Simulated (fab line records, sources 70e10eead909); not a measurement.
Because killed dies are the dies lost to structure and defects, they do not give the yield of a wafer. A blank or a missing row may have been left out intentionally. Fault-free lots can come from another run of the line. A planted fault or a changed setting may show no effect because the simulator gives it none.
What tool caused it?    flow nand_harc    6 lots with 18 wafers sampled at 4 steps, on a route of 1302 steps

WHAT EACH GAUGE READ, for each wafer
NHARC_P_GATE_CD_MEAS_91: target cd 2000 nm.
lot   measured      on         cd_nm (nm)
L446  day 6 09:59   cd_sem-02  1998.3 1999.1 1998.8
L450  day 8 09:30   cd_sem-02  1999.8 1999.9 1999.9
L453  day 10 00:57  cd_sem-03  1997.5 1997.8 1999.8
L455  day 10 09:11  cd_sem-02  1999.6 1999.0 2001.3
L457  day 11 04:19  cd_sem-03  2000.2 1999.3 2003.0
L465  day 14 13:22  cd_sem-02  2003.7 2005.6 2007.5

WHAT TOOL EACH LOT RAN ON (gives the tool, then ch and the chambers of the sampled wafers, and finally the start)
lot   NHARC_P_GATE_STRIP_75                 NHARC_P_GATE_STRIP_112                NHARC_P_GATE_EXPOSE_88
L446  plasma_asher-01 ch 0,1, day 6 07:37   plasma_asher-02 ch 0,1, day 6 08:55   krf_scanner-01 ch 0, day 6 09:49
L450  plasma_asher-01 ch 0,1, day 8 06:43   plasma_asher-01 ch 0,1, day 8 08:21   krf_scanner-04 ch 0, day 8 09:20
L453  plasma_asher-01 ch 0,1, day 9 22:24   plasma_asher-02 ch 0,1, day 9 23:46   krf_scanner-01 ch 0, day 10 00:47
L455  plasma_asher-01 ch 0,1, day 10 06:34  plasma_asher-01 ch 0,1, day 10 08:00  krf_scanner-02 ch 0, day 10 09:01
L457  plasma_asher-01 ch 0,1, day 11 01:42  plasma_asher-01 ch 0,1, day 11 03:08  krf_scanner-02 ch 0, day 11 04:10
L465  plasma_asher-01 ch 0,1, day 14 10:59  plasma_asher-02 ch 0,1, day 14 12:19  krf_scanner-04 ch 0, day 14 13:13
- NHARC_P_GATE_STRIP_75: strips in O2.
- NHARC_P_GATE_STRIP_112: strips in N2/H2, time 200 s.
- NHARC_P_GATE_EXPOSE_88: exposes mask P HVN, target cd 2000 nm.

THE ANSWER, worked out from the rows above alone
Rule: the usual values come from the lots themselves. The widest of any qualifying gaps counts: lots, ordered by their means at a reading, are off when they make up no more than a third of the lots, leave a main group of 4 or more, and stand apart from it by 3 or more times the standard deviation of that group's means. A main group whose means are all the same, to the digits that the tables above print for the reading, isn't used. Also off: a lot with no number at a reading for which 4 or more lots have one. All remaining lots with rows at the step are treated as sound.
Off: L465, at NHARC_P_GATE_CD_MEAS_91 (cd_nm). The main group: mean 1999.6 nm, standard deviation 0.89.
If a tool, at a process step before that reading, ran all the lots that are off and no sound lot after the first of them, it fits. Gauges at NHARC_P_GATE_CD_MEAS_91: tried the same way as those tools. Can't be told from this: 4 tools fit, plasma_asher-01 at NHARC_P_GATE_STRIP_75, plasma_asher-02 at NHARC_P_GATE_STRIP_112, krf_scanner-04 at NHARC_P_GATE_EXPOSE_88, cd_sem-02 at NHARC_P_GATE_CD_MEAS_91.

WHAT THE SIMULATOR HAD INSERTED
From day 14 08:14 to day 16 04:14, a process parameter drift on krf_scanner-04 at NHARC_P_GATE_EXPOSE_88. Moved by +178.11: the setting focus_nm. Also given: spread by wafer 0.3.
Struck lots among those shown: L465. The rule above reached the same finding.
